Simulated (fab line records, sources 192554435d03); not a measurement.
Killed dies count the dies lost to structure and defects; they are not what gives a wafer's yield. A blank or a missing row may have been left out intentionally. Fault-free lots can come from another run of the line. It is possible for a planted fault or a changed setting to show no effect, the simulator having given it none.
Matching of chambers | flow n5Finfet | 4 sister chambers for N5_DUMMY_GATE_CMP_04 on cmp-02
The step polishes a-Si. 14 wafers are shown with their chamber, then 7 later ones without.

WAFERS, EACH WITH ITS CHAMBER
wafer  | chamber | motorCurrentA (A) | timeToEndpointS (s) | slurryFlowMlMin
L077.2 | 2       | 9.6               | 12.9                | 150.4
L077.4 | 0       | 10.6              | 16.9                | 149.4
L077.6 | 1       | 12.3              | 10.5                | 149.2
L081.1 | 0       | 10.0              | 17.6                | 149.7
L081.2 | 2       | 9.6               | 11.4                | 149.6
L081.4 | 1       | 12.9              | 9.4                 | 150.1
L082.2 | 0       | 10.1              | 14.5                | 150.0
L082.3 | 2       | 9.9               | 12.4                | 151.2
L082.4 | 1       | 12.0              | 9.0                 | 150.0
L084.3 | 0       | 10.4              | 10.3                | 150.6
L084.4 | 3       | 10.5              | 6.9                 | 149.6
L084.6 | 3       | 10.2              | 7.2                 | 149.7
L089.1 | 3       | 10.8              | 8.3                 | 150.7
L089.4 | 1       | 12.8              | 7.5                 | 149.3

SIGNATURES, as means of the wafers listed above
reading         | chamber 0 | chamber 1 | chamber 2 | chamber 3 | scatter within a chamber
motorCurrentA   | 10.275    | 12.500    | 9.700     | 10.500    | 0.317
timeToEndpointS | 14.825    | 9.100     | 12.233    | 7.467     | 1.99
slurryFlowMlMin | 149.925   | 149.650   | 150.400   | 150.000   | 0.588
Rule: for a wafer and a chamber, the distance is found by dividing, reading by reading, the gap between the wafer's reading and the chamber's mean by the reading's scatter, squaring, summing and taking the root. The wafer belongs to the nearest chamber; if the next one is less than 2 further off, it can't be placed. The scatter is the square root of a quotient: the sum, over the shown wafers, of each reading's squared deviation from its chamber's mean, divided by wafers minus chambers.

WAFERS WITH NO CHAMBER GIVEN
wafer  | motorCurrentA (A) | timeToEndpointS (s) | slurryFlowMlMin
L089.6 | 10.9              | 9.1                 | 151.0
L091.2 | 12.5              | 9.9                 | 150.6
L091.3 | 10.7              | 11.3                | 149.4
L091.5 | 10.7              | 7.6                 | 150.4
L095.2 | 10.7              | 11.9                | 149.0
L095.5 | 10.4              | 16.4                | 150.1
L095.6 | 11.6              | 10.0                | 150.6

WHICH CHAMBER EACH ONE RAN IN
wafer  | from the rows above          | in truth
L089.6 | can't be placed: 3 or 0 or 2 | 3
L091.2 | 1                            | 1
L091.3 | can't be placed: 3 or 0 or 2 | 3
L091.5 | 3                            | 3
L095.2 | can't be placed: 0 or 3 or 2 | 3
L095.5 | 0                            | 0
L095.6 | can't be placed: 1 or 3 or 0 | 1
Correctly placed: 3 of 7. Unplaceable from these rows: 4, with the true chamber sitting among the candidates in 4. Wrongly placed: 0.
